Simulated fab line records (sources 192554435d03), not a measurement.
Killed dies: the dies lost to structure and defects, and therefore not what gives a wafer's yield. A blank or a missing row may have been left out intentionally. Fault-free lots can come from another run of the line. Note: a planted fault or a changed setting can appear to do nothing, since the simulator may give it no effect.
Matching of chambers | flow n5-finfet | 4 sister chambers for N5_FIN_SAQP_FIN_ETCH_36 on rie-si-05
The step etches the open film in HBr/Cl2/O2, target depth 120 nm, time 50.4 s. 14 wafers are shown with their chamber, then 7 later ones without.

WAFERS PAIRED WITH THEIR CHAMBERS
wafer  | chamber | throttle-valve-pct (%) | oes-product-au (a.u.)
L080.2 | 0       | 36.35                  | 0.998
L080.3 | 3       | 36.38                  | 0.986
L080.6 | 2       | 36.23                  | 0.999
L081.1 | 1       | 35.93                  | 0.988
L081.3 | 0       | 36.34                  | 1.007
L081.5 | 3       | 36.36                  | 0.991
L087.2 | 1       | 35.95                  | 1.010
L087.3 | 0       | 36.32                  | 1.012
L087.5 | 2       | 36.22                  | 0.998
L088.2 | 2       | 36.22                  | 1.002
L088.3 | 3       | 36.33                  | 1.003
L088.5 | 1       | 35.92                  | 1.010
L089.1 | 0       | 36.33                  | 1.013
L089.2 | 2       | 36.21                  | 1.011

SIGNATURES (means of the wafers above)
reading            | chamber 0 | chamber 1 | chamber 2 | chamber 3 | scatter within a chamber
throttle-valve-pct | 36.3350   | 35.9333   | 36.2200   | 36.3567   | 0.0156
oes-product-au     | 1.00750   | 1.00267   | 1.00250   | 0.99333   | 0.00849
Rule: for a wafer and a chamber, the distance is found by dividing, reading by reading, the gap between the wafer's reading and the chamber's mean by the reading's scatter, squaring, summing and taking the root. If the next closest chamber is less than 2 further off than the closest, the wafer can't be placed; otherwise it belongs to the closest. The scatter: the root of (the sum of the squares of (reading less its chamber's mean) over the shown wafers, divided by (wafers less chambers)).

WAFERS MISSING THEIR CHAMBER
wafer  | throttle-valve-pct (%) | oes-product-au (a.u.)
L089.3 | 35.90                  | 1.004
L091.1 | 35.92                  | 1.006
L091.3 | 36.21                  | 1.011
L091.6 | 36.34                  | 1.014
L092.1 | 36.22                  | 1.001
L092.2 | 36.34                  | 1.010
L092.4 | 36.36                  | 0.985

WHICH CHAMBER EACH ONE RAN IN
wafer  | from the rows above     | in truth
L089.3 | 1                       | 1
L091.1 | 1                       | 1
L091.3 | 2                       | 2
L091.6 | can't be placed: 0 or 3 | 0
L092.1 | 2                       | 2
L092.2 | can't be placed: 0 or 3 | 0
L092.4 | 3                       | 3
Placed correctly: 5 of 7. These rows do not allow placing 2 (true chamber among the candidates in 2). Placed wrongly: 0.
